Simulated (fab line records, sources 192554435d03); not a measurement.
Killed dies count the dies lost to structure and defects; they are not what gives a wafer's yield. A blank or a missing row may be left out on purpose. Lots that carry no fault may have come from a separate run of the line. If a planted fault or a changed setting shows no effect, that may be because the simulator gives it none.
Chamber matching || flow n5-finfet || N5_BEOL_M0_SAQP_SPACER1_ETCHBACK_99 on rie-diel-03: 4 sister chambers
The step etches SiO2 in CHF3/O2, target depth 15.4 nm, time 7.7 s. 4 wafers are shown with their chamber, then 12 later ones without.

== WAFERS PAIRED WITH THEIR CHAMBERS ==
{"wafer": "L087.3", "chamber": 3, "rf-vpp-V (V)": 508}
{"wafer": "L088.1", "chamber": 2, "rf-vpp-V (V)": 506}
{"wafer": "L088.2", "chamber": 1, "rf-vpp-V (V)": 514}
{"wafer": "L088.5", "chamber": 0, "rf-vpp-V (V)": 557}

== WAFERS WHOSE CHAMBER IS MISSING ==
{"wafer": "L090.4", "rf-vpp-V (V)": 510}
{"wafer": "L090.5", "rf-vpp-V (V)": 508}
{"wafer": "L090.6", "rf-vpp-V (V)": 506}
{"wafer": "L093.1", "rf-vpp-V (V)": 556}
{"wafer": "L093.4", "rf-vpp-V (V)": 505}
{"wafer": "L093.5", "rf-vpp-V (V)": 558}
{"wafer": "L094.2", "rf-vpp-V (V)": 508}
{"wafer": "L094.3", "rf-vpp-V (V)": 558}
{"wafer": "L094.4", "rf-vpp-V (V)": 515}
{"wafer": "L097.2", "rf-vpp-V (V)": 557}
{"wafer": "L097.4", "rf-vpp-V (V)": 516}
{"wafer": "L097.5", "rf-vpp-V (V)": 509}

== WHICH CHAMBER EACH WENT THROUGH ==
{"wafer": "L090.4", "from the rows above": "can't be placed: 3 or 1 or 2", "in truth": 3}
{"wafer": "L090.5", "from the rows above": "can't be placed: 3 or 2", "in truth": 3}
{"wafer": "L090.6", "from the rows above": "can't be placed: 2 or 3", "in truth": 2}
{"wafer": "L093.1", "from the rows above": 0, "in truth": 0}
{"wafer": "L093.4", "from the rows above": "can't be placed: 2 or 3", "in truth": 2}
{"wafer": "L093.5", "from the rows above": 0, "in truth": 0}
{"wafer": "L094.2", "from the rows above": "can't be placed: 3 or 2", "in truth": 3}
{"wafer": "L094.3", "from the rows above": 0, "in truth": 0}
{"wafer": "L094.4", "from the rows above": 1, "in truth": 1}
{"wafer": "L097.2", "from the rows above": 0, "in truth": 0}
{"wafer": "L097.4", "from the rows above": 1, "in truth": 1}
{"wafer": "L097.5", "from the rows above": "can't be placed: 3 or 2", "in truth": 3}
6 of 12 placed correctly. From these rows, 6 cannot be placed; in 6 the true chamber is one of the candidates. Placed wrongly: 0.
How it was worked out, from the rows above alone: a wafer's distance from a chamber is the root of the sum, over the readings, of the square of ((its reading less the chamber's mean) divided by the reading's scatter). The wafer belongs to the nearest chamber; if the next one is less than 2 further off, it can't be placed. A chamber's mean is the mean of its shown wafers. The scatter (one wafer shown for each chamber): square how far every hidden wafer sits from the nearest shown wafer, average those squares and take the square root.
